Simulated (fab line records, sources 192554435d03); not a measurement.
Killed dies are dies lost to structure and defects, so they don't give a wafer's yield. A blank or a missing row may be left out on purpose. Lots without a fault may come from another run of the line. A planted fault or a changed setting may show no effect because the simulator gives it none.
Which tool did it? | flow n5_finfet | 12 lots, 36 wafers sampled, at 4 steps of a route of 1938

WHAT THE GAUGES READ, wafer by wafer
N5_BEOL_M13_INSPECT_55: inspects for defects (darkfield). Usual: raw_defect_count 66, standard deviation 22.
lot  | measured     | on                | raw_defect_count | flag
L532 | day 12 12:49 | defect_inspect-02 | 63 72 55         |
L531 | day 12 15:44 | defect_inspect-01 | 50 46 31         |
L534 | day 13 16:34 | defect_inspect-01 | 38 78 42         |
L539 | day 13 22:17 | defect_inspect-01 | 61 55 84         |
L538 | day 13 22:49 | defect_inspect-01 | 46 67 80         |
L537 | day 14 06:38 | defect_inspect-02 | 75 88 86         |
L540 | day 15 00:53 | defect_inspect-02 | 114 88 75        |
L541 | day 15 06:46 | defect_inspect-01 | 48 62 72         |
L543 | day 16 05:23 | defect_inspect-01 | 55 83 58         |
L544 | day 16 08:43 | defect_inspect-02 | 63 77 70         |
L549 | day 18 19:59 | defect_inspect-01 | 72 61 44         |
L552 | day 19 05:50 | defect_inspect-01 | 54 35 58         |

N5_BEOL_M14_CD_MEAS_10: target cd 250 nm. Usual: cd_nm 249.9 nm, standard deviation 1.1.
lot  | measured     | on        | cd_nm (nm)        | flag
L532 | day 12 13:28 | cd_sem-02 | 247.9 249.5 249.7 |
L531 | day 12 16:16 | cd_sem-02 | 250.2 249.3 249.1 |
L534 | day 13 17:13 | cd_sem-01 | 248.8 247.5 248.4 |
L539 | day 13 22:57 | cd_sem-02 | 249.7 249.4 248.6 |
L538 | day 13 23:29 | cd_sem-01 | 250.3 251.1 250.0 |
L537 | day 14 07:18 | cd_sem-02 | 250.2 251.0 251.4 |
L540 | day 15 01:26 | cd_sem-01 | 252.2 251.5 250.6 |
L541 | day 15 07:17 | cd_sem-02 | 250.5 250.7 249.4 |
L543 | day 16 06:02 | cd_sem-01 | 250.3 249.7 250.0 |
L544 | day 16 09:15 | cd_sem-02 | 249.3 249.6 248.3 |
L549 | day 18 20:31 | cd_sem-01 | 250.0 249.1 250.4 |
L552 | day 19 06:31 | cd_sem-02 | 249.8 249.5 250.0 |

N5_BEOL_M14_CD_MEAS_28: target cd 284.4 nm. Usual: cd_nm 284.1 nm, standard deviation 1.3.
lot  | measured     | on        | cd_nm (nm)        | flag
L532 | day 12 14:20 | cd_sem-01 | 284.3 285.2 284.7 |
L531 | day 12 17:21 | cd_sem-01 | 284.2 285.1 284.0 |
L534 | day 13 18:23 | cd_sem-02 | 281.7 283.0 282.0 |
L539 | day 13 23:48 | cd_sem-03 | 282.0 283.2 281.5 |
L538 | day 14 00:38 | cd_sem-03 | 285.3 285.2 284.5 |
L537 | day 14 08:16 | cd_sem-01 | 283.9 285.2 282.5 |
L540 | day 15 02:32 | cd_sem-01 | 283.6 284.3 284.6 |
L541 | day 15 08:34 | cd_sem-01 | 282.4 281.9 282.3 |
L543 | day 16 07:07 | cd_sem-01 | 283.7 284.0 282.8 |
L544 | day 16 10:13 | cd_sem-02 | 285.2 287.1 286.3 |
L549 | day 18 21:31 | cd_sem-03 | 285.4 284.4 285.1 |
L552 | day 19 07:50 | cd_sem-03 | 281.4 282.6 282.8 |

WHICH TOOL RAN EACH LOT (tool, then ch and the chambers of the sampled wafers, then the start)
lot  | N5_BEOL_M14_COAT_22
L532 | litho_track-01 ch 0, day 12 14:04
L531 | litho_track-02 ch 0, day 12 17:04
L534 | litho_track-03 ch 0, day 13 17:58
L539 | litho_track-01 ch 0, day 13 23:31
L538 | litho_track-01 ch 0, day 14 00:20
L537 | litho_track-01 ch 0, day 14 07:52
L540 | litho_track-02 ch 0, day 15 02:16
L541 | litho_track-03 ch 0, day 15 08:10
L543 | litho_track-02 ch 0, day 16 06:43
L544 | litho_track-01 ch 0, day 16 09:49
L549 | litho_track-01 ch 0, day 18 21:14
L552 | litho_track-01 ch 0, day 19 07:25
- N5_BEOL_M14_COAT_22: resist thk 300 nm.

WHAT THE TOOLS THEMSELVES READ (means of the sampled wafers that have a number; where no wafer has one, the mark that the record gives instead)
N5_BEOL_M14_COAT_22. Usual: chill_plate_temp_C 23.00 C, standard deviation 0.089; spin_speed_rpm 2888.0 rpm, standard deviation 2.3.
lot  | tool           | chill_plate_temp_C (C) | spin_speed_rpm (rpm) | flag
L532 | litho_track-01 | 23.01                  | 2886.3               |
L531 | litho_track-02 | 22.93                  | 2890.5               |
L534 | litho_track-03 | 22.92                  | 2888.6               |
L539 | litho_track-01 | 22.93                  | 2888.4               |
L538 | litho_track-01 | 23.10                  | 2889.5               |
L537 | litho_track-01 | 23.07                  | 2885.7               |
L540 | litho_track-02 | 22.95                  | 2886.1               |
L541 | litho_track-03 | 22.93                  | 2888.1               |
L543 | litho_track-02 | 23.11                  | 2888.6               |
L544 | litho_track-01 | 23.00                  | 2890.2               |
L549 | litho_track-01 | 22.99                  | 2705.8               | OFF
L552 | litho_track-01 | 22.99                  | 2705.3               | OFF

THE ANSWER, worked out from the rows above alone
Rule: a lot is off if the mean of its wafers that have a number lies more than 3 standard deviations from the usual mean. A lot without any number at a reading at which 4 lots or more have one is off too. The other lots that the step has rows for count as sound. The gauges are gone through in route order, then the tools' own readings, and for those a lot's mean is taken as printed above. The first step at which some lot is off is used, and at that step the reading that is off furthest; a lot without a number counts as furthest.
Off: L549, L552, at N5_BEOL_M14_COAT_22 (spin_speed_rpm).
A tool fits if, at that step or a process step before it, it ran every lot that is off, and no sound lot after the first of them. One fits: litho_track-01 at N5_BEOL_M14_COAT_22. Its last sound lot is L544 (day 16 09:49), its first lot that is off L549 (day 18 21:14): a fault that began between those two fits.
The tool's own readings at N5_BEOL_M14_COAT_22 bear it out: on the lots that are off they differ by more than 5 times the standard deviation of the sound lots' means. spin_speed_rpm reads 2705.6 rpm there against 2888.2 rpm on the sound lots.

WHAT THE SIMULATOR HAD PUT IN
Process parameter drift: litho_track-01, from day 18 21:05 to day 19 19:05, at N5_BEOL_M14_COAT_22. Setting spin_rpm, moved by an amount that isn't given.
Lots struck among those shown: L549, L552. The rule above found the same.
